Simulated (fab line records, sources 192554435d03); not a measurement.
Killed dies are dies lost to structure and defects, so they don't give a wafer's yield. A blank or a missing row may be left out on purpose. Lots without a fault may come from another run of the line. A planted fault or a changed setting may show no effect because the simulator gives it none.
A struck lot beside a sound one | flow n5_finfet | 16 steps out of a route of 1938
Sound: wafers L189.1, L189.2, L189.6. Struck: wafers L181.2, L181.5, L181.6. The cause comes at the end.
At each step with rows: each side's tool, then ch and its chambers, then its first start. Under that, the readings that differ: sound wafers | struck wafers | difference of the means | sigmas: that difference in standard deviations of wafers without a fault.
alike: readings whose means differ by less than 2 such deviations, and words and numbers that are the same on both sides. not compared: withheld readings, readings that some wafer has no value for, bounds like >300 that may hide the same value, and numbers for which the record gives no deviation and whose values overlap.
The two part at a step that has a row with sigmas, a row that says differs or no value, or rows on one side only. Numbers that don't overlap but have no deviation are shown without sigmas and don't part them. A reading that every wafer of one side lacks parts them only if that side has two wafers or more.

first, 9 steps without rows for these wafers: N5_BEOL_M2_COAT_68 (time 60 s, resist thk 12 nm); N5_BEOL_M2_COAT_76 (time 60 s, resist thk 5 nm); N5_BEOL_M2_COAT_22 (resist thk 30 nm); N5_BEOL_M2_EBR_24; N5_BEOL_M2_SOFTBAKE_23 (time 60 s); N5_BEOL_M2_EXPOSE_25 (exposes mask V1, defocus 5 nm); N5_BEOL_M2_PEB_26 (peb time 60 s); N5_BEOL_M2_DEVELOP_27 (develop time 30 s); N5_BEOL_M2_DESCUM_33 (chemistry O2, time 7 s).
N5_BEOL_M2_ETCH_77: etches underlayer in N2/H2, target depth 6.5 nm, time 5.2 s.
  sound on rie_diel-04 ch 1,2,3, day 12 00:46; struck on rie_diel-06 ch 0,1,3, day 9 04:30
  no value came back on the struck wafers for any of 9 readings (bias_w (W), chamber_pressure_mTorr (mTorr) and others); on the sound wafers bias_w (W) reads 149.8 149.6 149.5
  reading                                      | sound          | struck         | difference | sigmas
  model.CAR-EUV_of_BEOL_M2_COAT_22.thk_nm (nm) | 20.4 20.2 20.4 | 26.2 26.2 26.2 | +5.9       |
  not compared: rf_hours_counter_h
then, 2 steps without rows for these wafers: N5_BEOL_M2_ETCH_69 (etches SiARC in CF4, target depth 15.6 nm, time 26 s); N5_BEOL_M2_ALD_98 (deposits SiO2, target thk 2.5 nm, pulse time 1 s, co reactant pulse time 1 s).
N5_BEOL_M2_ETCHBACK_99: etches SiO2 in CHF3, target depth 5 nm, time 10.4 s.
  sound on rie_diel-04 ch 1,2,3, day 12 01:29; struck on rie_diel-05 ch 2,3, day 9 13:29
  reading                                      | sound          | struck         | difference | sigmas
  model.CAR-EUV_of_BEOL_M2_COAT_22.thk_nm (nm) | 10.4 10.2 10.4 | 16.2 16.2 16.2 | +5.9       |
  alike: drypump_motor_current_A, oes_product_au, rf_fwd_power_W, rf_vpp_V, showerhead_plenum_p_Torr, throttle_valve_pct
  not compared: rf_hours_counter_h
then, 1 step without rows for these wafers: N5_BEOL_M2_ETCH_70 (etches SOC in N2/H2, target depth 80 nm, overetch 24 nm, time 130 s).
N5_BEOL_M4_RC_MEAS_101:
  sound on prober-01 ch 0, day 13 08:56; struck on prober-02 ch 0, day 10 21:43
  alike: DIBL_N, DIBL_P, IOFF_N, IOFF_P, ION_N, ION_P, SS_N, SS_P, VT_N, VT_P
-- the record jumps here: 5 days lie between the struck wafers' starts before and after (it left off in module BEOL_M4 and takes up again in module PASSIVATION, whose first step shown is number 1936 of the route) --
N5_PASSIVATION_PROBE_49:
  sound on prober-01, day 18 00:08; struck on prober-02, day 15 09:59
  alike: defect_limited_yield, killed_at_M0_to_M3, killed_at_M4_up, killed_at_contacts, killed_at_front_end, killed_at_other, killed_dies, killed_open, killed_short, sort_bin_5_function, sort_bin_6_memory, sort_bin_8_speed, sort_n_pass, sort_yield_pct

WHERE THEY PART
Only at N5_BEOL_M2_ETCH_77, within this record. Later steps at which nothing parts them and some readings are alike: N5_BEOL_M2_ETCHBACK_99, N5_BEOL_M4_RC_MEAS_101, N5_PASSIVATION_PROBE_49.

WHY: what the simulator had put in
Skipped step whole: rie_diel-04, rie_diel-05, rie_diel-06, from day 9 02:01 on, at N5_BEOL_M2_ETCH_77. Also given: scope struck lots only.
